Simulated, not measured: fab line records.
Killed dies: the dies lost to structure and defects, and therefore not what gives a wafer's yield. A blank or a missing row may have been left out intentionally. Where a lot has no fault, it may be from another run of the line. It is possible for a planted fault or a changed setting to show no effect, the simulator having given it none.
Matching of chambers / flow n5-finfet / 4 sister chambers for N5_BEOL_M5_DESCUM_33 on rie-diel-03
The step chemistry O2, time 7 s. 4 wafers are shown with their chamber, then 8 later ones without.

WAFERS, EACH WITH ITS CHAMBER
wafer=L076.6; chamber=3; throttle-valve-pct (%)=20.72
wafer=L083.1; chamber=0; throttle-valve-pct (%)=20.31
wafer=L083.3; chamber=2; throttle-valve-pct (%)=20.95
wafer=L088.1; chamber=1; throttle-valve-pct (%)=20.18

WAFERS WITHOUT THEIR CHAMBER
wafer=L088.2; throttle-valve-pct (%)=20.30
wafer=L088.5; throttle-valve-pct (%)=20.29
wafer=L087.1; throttle-valve-pct (%)=20.19
wafer=L087.5; throttle-valve-pct (%)=20.18
wafer=L087.6; throttle-valve-pct (%)=20.30
wafer=L096.1; throttle-valve-pct (%)=20.42
wafer=L096.2; throttle-valve-pct (%)=20.20
wafer=L096.3; throttle-valve-pct (%)=20.99

WHICH CHAMBER EACH WENT THROUGH
wafer=L088.2; from the rows above=0; in truth=0
wafer=L088.5; from the rows above=0; in truth=0
wafer=L087.1; from the rows above=1; in truth=1
wafer=L087.5; from the rows above=1; in truth=1
wafer=L087.6; from the rows above=0; in truth=0
wafer=L096.1; from the rows above=0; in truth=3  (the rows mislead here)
wafer=L096.2; from the rows above=1; in truth=1
wafer=L096.3; from the rows above=2; in truth=2
7 of 8 placed correctly. Can't be placed from these rows: 0. Placed wrongly: 1.
How it was worked out, from the rows above alone: a wafer's distance from a chamber is the root of the sum, over the readings, of the square of ((its reading less the chamber's mean) divided by the reading's scatter). If the next closest chamber is less than 2 further off than the closest, the wafer can't be placed; otherwise it belongs to the closest. For every chamber, the mean is computed from those of its wafers that are shown. The scatter (one wafer shown for each chamber): square how far every hidden wafer sits from the nearest shown wafer, average those squares and take the square root.
